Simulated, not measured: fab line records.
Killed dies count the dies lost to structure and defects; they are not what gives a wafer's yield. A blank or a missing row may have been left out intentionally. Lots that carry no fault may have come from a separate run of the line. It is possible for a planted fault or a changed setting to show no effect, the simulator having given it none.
Matching of chambers | flow n5-finfet | rie-diel-02 running N5_BEOL_M13_DESCUM_15: 4 sister chambers
The step chemistry O2, time 7.9 s. 8 wafers are shown with their chamber, then 8 later ones without.

WAFERS, EACH WITH ITS CHAMBER
wafer  | chamber | drypump-motor-current-A (A) | showerhead-plenum-p-Torr (Torr)
L083.4 | 1       | 6.4                         | 2.22
L082.1 | 0       | 5.8                         | 2.11
L082.5 | 3       | 4.8                         | 2.01
L082.6 | 2       | 6.1                         | 2.11
L084.2 | 2       | 6.1                         | 2.11
L084.3 | 1       | 6.4                         | 2.22
L084.5 | 3       | 4.7                         | 2.01
L091.2 | 0       | 5.8                         | 2.10

WAFERS WITHOUT THEIR CHAMBER
wafer  | drypump-motor-current-A (A) | showerhead-plenum-p-Torr (Torr)
L091.3 | 6.1                         | 2.11
L091.4 | 6.4                         | 2.21
L096.2 | 5.8                         | 2.10
L096.4 | 4.8                         | 2.00
L096.6 | 4.7                         | 2.00
L097.1 | 6.4                         | 2.21
L097.2 | 5.7                         | 2.10
L097.5 | 4.7                         | 2.00

CHAMBER TAKEN BY EACH
wafer  | from the rows above | in truth
L091.3 | 2                   | 2
L091.4 | 1                   | 1
L096.2 | 0                   | 0
L096.4 | 3                   | 3
L096.6 | 3                   | 3
L097.1 | 1                   | 1
L097.2 | 0                   | 0
L097.5 | 3                   | 3
Placed correctly: 8 of 8. Not placeable from these rows: 0. 0 placed wrongly.
How it was worked out, from the rows above alone: a wafer's distance from a chamber is the root of the sum, over the readings, of the square of ((its reading less the chamber's mean) divided by the reading's scatter). The wafer belongs to the nearest chamber; if the next one is less than 2 further off, it can't be placed. For every chamber, the mean is computed from those of its wafers that are shown. The scatter is the square root of a quotient: the sum, over the shown wafers, of each reading's squared deviation from its chamber's mean, divided by wafers minus chambers.
